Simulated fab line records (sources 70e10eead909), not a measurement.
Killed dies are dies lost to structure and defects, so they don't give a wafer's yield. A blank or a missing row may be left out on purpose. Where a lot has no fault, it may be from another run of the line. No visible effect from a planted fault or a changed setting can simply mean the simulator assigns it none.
Which of the tools did it? + flow nand-harc + 36 wafers from 12 lots sampled at 5 of the route's 1302 steps

WHAT THE GAUGES SHOWED, per wafer
NHARC_END_SORT_01. Usual: killed-at-array 58, standard deviation 20; killed-at-other 0.8, standard deviation 1; killed-at-periphery 4.6, standard deviation 2.8; killed-dies 63, standard deviation 19; killed-open 3.4, standard deviation 2; killed-short 2.4, standard deviation 1.8.
| lot  | measured     | on        | killed-at-array | killed-at-other | killed-at-periphery | killed-dies | killed-open | killed-short | flag |
|------|--------------|-----------|-----------------|-----------------|---------------------|-------------|-------------|--------------|------|
| L985 | day 29 08:40 | prober-02 | 51 51 46        | 0 0 0           | 9 2 9               | 60 53 55    | 3 3 3       | 3 3 4        |      |
| L984 | day 29 14:43 | prober-01 | 673 672 668     | 0 0 2           | 4 5 7               | 677 677 677 | 6 4 4       | 1 4 3        | OFF  |
| L987 | day 30 06:06 | prober-02 | 673 669 677     | 0 2 0           | 4 6 0               | 677 677 677 | 5 9 3       | 1 0 1        | OFF  |
| L990 | day 31 06:34 | prober-01 | 67 46 40        | 1 0 1           | 1 3 1               | 69 49 42    | 3 4 0       | 4 0 0        |      |
| L997 | day 34 09:34 | prober-01 | 60 73 82        | 1 0 0           | 2 3 4               | 63 76 86    | 2 7 6       | 1 1 0        |      |

WHICH TOOL RAN EACH LOT (tool, then ch and the chambers of the sampled wafers, then the start)
| lot  | NHARC_A_STAIRCASE_ETCH_188                    | NHARC_A_STAIRCASE_ETCH_194                    | NHARC_A_STAIRCASE_TRIM_198                    | NHARC_A_STAIRCASE_ETCH_201         |
|------|-----------------------------------------------|-----------------------------------------------|-----------------------------------------------|------------------------------------|
| L975 | rie-diel-06 ch 0,2,3, day 16 13:23 or earlier | rie-diel-06 ch 2,3, day 16 13:23 or earlier   | rie-diel-06 ch 2,3, day 16 13:23 or earlier   | rie-diel-06 ch 0,2, day 16 13:23   |
| L974 | rie-diel-02 ch 0,1, day 17 00:17 or earlier   | rie-diel-02 ch 0,3, day 17 00:17 or earlier   | rie-diel-02 ch 0,1, day 17 00:17 or earlier   | rie-diel-02 ch 2,3, day 17 00:17   |
| L977 | rie-diel-04 ch 1,2, day 17 03:23 or earlier   | rie-diel-04 ch 0,1,2, day 17 03:23 or earlier | rie-diel-04 ch 1,2, day 17 03:23 or earlier   | rie-diel-04 ch 1,2,3, day 17 03:23 |
| L976 | rie-diel-04 ch 0,1,3, day 17 04:15 or earlier | rie-diel-04 ch 1,2,3, day 17 04:15 or earlier | rie-diel-02 ch 0,1, day 17 04:15 or earlier   | rie-diel-02 ch 1,3, day 17 04:15   |
| L986 | rie-diel-02 ch 0,2,3, day 20 10:48 or earlier | rie-diel-02 ch 0,3, day 20 10:48 or earlier   | rie-diel-02 ch 1,2, day 20 10:48 or earlier   | rie-diel-02 ch 0,2, day 20 10:48   |
| L985 | rie-diel-02 ch 2,3, day 20 12:43 or earlier   | rie-diel-02 ch 0,2,3, day 20 12:43 or earlier | rie-diel-06 ch 0,3, day 20 12:43 or earlier   | rie-diel-06 ch 0,1,2, day 20 12:43 |
| L984 | rie-diel-06 ch 0,1, day 20 18:24 or earlier   | rie-diel-06 ch 0,2, day 20 18:24 or earlier   | rie-diel-02 ch 0,3, day 20 18:24 or earlier   | rie-diel-02 ch 1,2, day 20 18:24   |
| L987 | rie-diel-04 ch 0,1,2, day 22 01:55 or earlier | rie-diel-04 ch 0,1,3, day 22 01:55 or earlier | rie-diel-06 ch 0,1, day 22 01:55 or earlier   | rie-diel-06 ch 2,3, day 22 01:55   |
| L990 | rie-diel-02 ch 0,1,3, day 22 10:39 or earlier | rie-diel-02 ch 0,1,2, day 22 10:39 or earlier | rie-diel-02 ch 0,2,3, day 22 10:39 or earlier | rie-diel-02 ch 0,2,3, day 22 10:39 |
| L993 | rie-diel-06 ch 1,3, day 23 23:16 or earlier   | rie-diel-06 ch 0,2, day 23 23:16 or earlier   | rie-diel-02 ch 0,2, day 23 23:16 or earlier   | rie-diel-02 ch 0,3, day 23 23:16   |
| L995 | rie-diel-06 ch 1,2,3, day 24 17:12 or earlier | rie-diel-06 ch 1,2,3, day 24 17:12 or earlier | rie-diel-02 ch 0,1,2, day 24 17:12 or earlier | rie-diel-02 ch 1,2,3, day 24 17:12 |
| L997 | rie-diel-04 ch 1,2, day 25 08:46 or earlier   | rie-diel-04 ch 1,2,3, day 25 08:46 or earlier | rie-diel-02 ch 0,1,3, day 25 08:46 or earlier | rie-diel-02 ch 0,3, day 25 08:46   |
- NHARC_A_STAIRCASE_ETCH_188: etches the open film in C4F8/O2, target depth 100 nm, time 40.5 s.
- NHARC_A_STAIRCASE_ETCH_194: etches the open film in C4F8/O2, target depth 100 nm, time 40.5 s.
- NHARC_A_STAIRCASE_TRIM_198: chemistry O2, time 211.2 s.
- NHARC_A_STAIRCASE_ETCH_201: etches the open film in C4F8/O2, target depth 100 nm, time 40.5 s.

WHAT THE TOOLS THEMSELVES READ (means of the sampled wafers that have a number; where no wafer has one, the mark that the record gives instead)
NHARC_A_STAIRCASE_ETCH_188. Usual: bias-w 1000 W, standard deviation 3.1; chamber-pressure-mTorr 24.998 mTorr, standard deviation 0.024; oes-product-au 0.941 a.u., standard deviation 0.014; rf-vpp-V 893 V, standard deviation 5.7.
| lot  | tool        | bias-w (W) | chamber-pressure-mTorr (mTorr) | oes-product-au (a.u.) | rf-vpp-V (V) | flag |
|------|-------------|------------|--------------------------------|-----------------------|--------------|------|
| L975 | rie-diel-06 | 999        | 25.006                         | 0.929                 | 898          |      |
| L974 | rie-diel-02 | 999        | 25.016                         | 0.939                 | 889          |      |
| L977 | rie-diel-04 | 1002       | 24.992                         | 0.940                 | 891          |      |
| L976 | rie-diel-04 | 998        | 24.992                         | 0.939                 | 889          |      |
| L986 | rie-diel-02 | 1001       | 24.990                         | 0.954                 | 891          |      |
| L985 | rie-diel-02 | 1000       | 25.005                         | 0.922                 | 892          |      |
| L984 | rie-diel-06 | 1001       | 25.000                         | 0.944                 | 897          |      |
| L987 | rie-diel-04 | 1000       | 24.997                         | 0.933                 | 889          |      |
| L990 | rie-diel-02 | 999        | 25.002                         | 0.928                 | 889          |      |
| L993 | rie-diel-06 | 996        | 25.004                         | 0.966                 | 901          |      |
| L995 | rie-diel-06 | 998        | 24.997                         | 0.932                 | 898          |      |
| L997 | rie-diel-04 | 1002       | 25.009                         | 0.951                 | 890          |      |

NHARC_A_STAIRCASE_ETCH_194. Usual: bias-w 1000 W, standard deviation 3; chamber-pressure-mTorr 24.997 mTorr, standard deviation 0.021; oes-product-au 0.941 a.u., standard deviation 0.012; rf-vpp-V 893 V, standard deviation 6.
| lot  | tool        | bias-w (W) | chamber-pressure-mTorr (mTorr) | oes-product-au (a.u.) | rf-vpp-V (V) | flag |
|------|-------------|------------|--------------------------------|-----------------------|--------------|------|
| L975 | rie-diel-06 | 999        | 24.980                         | 0.932                 | 897          |      |
| L974 | rie-diel-02 | 1001       | 25.001                         | 0.942                 | 888          |      |
| L977 | rie-diel-04 | 1000       | 24.984                         | 0.932                 | 889          |      |
| L976 | rie-diel-04 | 999        | 25.012                         | 0.942                 | 890          |      |
| L986 | rie-diel-02 | 1000       | 24.991                         | 0.950                 | 889          |      |
| L985 | rie-diel-02 | 1001       | 24.990                         | 0.941                 | 890          |      |
| L984 | rie-diel-06 | 1002       | 24.991                         | 0.921                 | 892          |      |
| L987 | rie-diel-04 | 1004       | 25.009                         | 0.952                 | 888          |      |
| L990 | rie-diel-02 | 1001       | 24.974                         | 0.947                 | 891          |      |
| L993 | rie-diel-06 | 1001       | 25.010                         | 0.947                 | 893          |      |
| L995 | rie-diel-06 | 999        | 25.016                         | 0.925                 | 898          |      |
| L997 | rie-diel-04 | 1001       | 24.997                         | 0.949                 | 895          |      |

NHARC_A_STAIRCASE_TRIM_198. Usual: drypump-motor-current-A 5.92 A, standard deviation 0.27; oes-product-au 1.000 a.u., standard deviation 0.0096; rf-vpp-V 57.7 V, standard deviation 0.93; showerhead-plenum-p-Torr 3.44 Torr, standard deviation 0.16; throttle-valve-pct 17.037 %, standard deviation 0.0091.
| lot  | tool        | drypump-motor-current-A (A) | oes-product-au (a.u.) | rf-vpp-V (V) | showerhead-plenum-p-Torr (Torr) | throttle-valve-pct (%) | flag |
|------|-------------|-----------------------------|-----------------------|--------------|---------------------------------|------------------------|------|
| L975 | rie-diel-06 | 5.93                        | 1.002                 | 59.6         | 3.67                            | 17.039                 |      |
| L974 | rie-diel-02 | 5.90                        | 1.009                 | 56.7         | 3.35                            | 17.040                 |      |
| L977 | rie-diel-04 | 6.04                        | 0.996                 | 57.2         | 3.38                            | 17.035                 |      |
| L976 | rie-diel-02 | 5.89                        | 0.999                 | 57.9         | 3.35                            | 17.030                 |      |
| L986 | rie-diel-02 | 6.01                        | 1.004                 | 57.9         | 3.48                            | 17.031                 |      |
| L985 | rie-diel-06 | 5.57                        | 0.998                 | 58.8         | 3.69                            | 17.045                 |      |
| L984 | rie-diel-02 | 6.04                        | 0.993                 | 57.8         | 3.32                            | 17.036                 |      |
| L987 | rie-diel-06 | 5.76                        | 1.009                 | 58.3         | 3.59                            | 17.047                 |      |
| L990 | rie-diel-02 | 6.03                        | 1.012                 | 57.2         | 3.38                            | 17.037                 |      |
| L993 | rie-diel-02 | 6.02                        | 0.997                 | 56.5         | 3.38                            | 17.039                 |      |
| L995 | rie-diel-02 | 5.94                        | 1.007                 | 57.4         | 3.40                            | 17.032                 |      |
| L997 | rie-diel-02 | 5.94                        | 0.996                 | 56.9         | 3.32                            | 17.039                 |      |

NHARC_A_STAIRCASE_ETCH_201. Usual: bias-w 1000.1 W, standard deviation 2.9; chamber-pressure-mTorr 25.000 mTorr, standard deviation 0.021; oes-product-au 0.945 a.u., standard deviation 0.014; rf-vpp-V 893 V, standard deviation 5.7.
| lot  | tool        | bias-w (W) | chamber-pressure-mTorr (mTorr) | oes-product-au (a.u.) | rf-vpp-V (V) | flag |
|------|-------------|------------|--------------------------------|-----------------------|--------------|------|
| L975 | rie-diel-06 | 1000.4     | 25.008                         | 0.934                 | 895          |      |
| L974 | rie-diel-02 | 1001.8     | 25.000                         | 0.947                 | 894          |      |
| L977 | rie-diel-04 | 1001.6     | 25.001                         | 0.925                 | 889          |      |
| L976 | rie-diel-02 | 1001.4     | 24.996                         | 0.946                 | 890          |      |
| L986 | rie-diel-02 | 998.1      | 25.014                         | 0.935                 | 894          |      |
| L985 | rie-diel-06 | 996.8      | 25.007                         | 0.938                 | 895          |      |
| L984 | rie-diel-02 | -          | -                              | -                     | -            | OFF  |
| L987 | rie-diel-06 | -          | -                              | -                     | -            | OFF  |
| L990 | rie-diel-02 | 1000.5     | 24.987                         | 0.947                 | 891          |      |
| L993 | rie-diel-02 | 999.7      | 25.013                         | 0.944                 | 887          |      |
| L995 | rie-diel-02 | 999.1      | 24.984                         | 0.962                 | 891          |      |
| L997 | rie-diel-02 | 999.7      | 25.001                         | 0.945                 | 887          |      |

THE ANSWER, worked out from the rows above alone
Rule: a lot is off if the mean of its wafers that have a number lies more than 3 standard deviations from the usual mean. A lot without any number at a reading at which 4 lots or more have one is off too. Any other lot the step has rows for is counted as sound. After the gauges, taken in route order, come the tools' own readings; for these a lot's mean is taken, as printed above. At the first step where some lot is off, the reading lying furthest off is the one used; lots without a number count as furthest.
Off, at NHARC_END_SORT_01 on killed-dies: L984, L987. Neither off nor sound, because the step has no rows for them: L975, L974, L977, L976, L986, L993, L995.
A tool fits if, at a process step before that reading, it ran every lot that is off, and no sound lot after the first of them. The gauges at NHARC_END_SORT_01 aren't tried: what is off there is off at NHARC_A_STAIRCASE_ETCH_201 too, on other tools, and a gauge's error can't cause that. Because NHARC_A_STAIRCASE_ETCH_188 lacks a start for some lots, the hours and order of its lots are taken from NHARC_A_STAIRCASE_ETCH_201. Because NHARC_A_STAIRCASE_ETCH_194 lacks a start for some lots, the hours and order of its lots are taken from NHARC_A_STAIRCASE_ETCH_201. Because NHARC_A_STAIRCASE_TRIM_198 lacks a start for some lots, the hours and order of its lots are taken from NHARC_A_STAIRCASE_ETCH_201. Not one of the candidates tried fits.

WHAT WAS PUT IN BY THE SIMULATOR
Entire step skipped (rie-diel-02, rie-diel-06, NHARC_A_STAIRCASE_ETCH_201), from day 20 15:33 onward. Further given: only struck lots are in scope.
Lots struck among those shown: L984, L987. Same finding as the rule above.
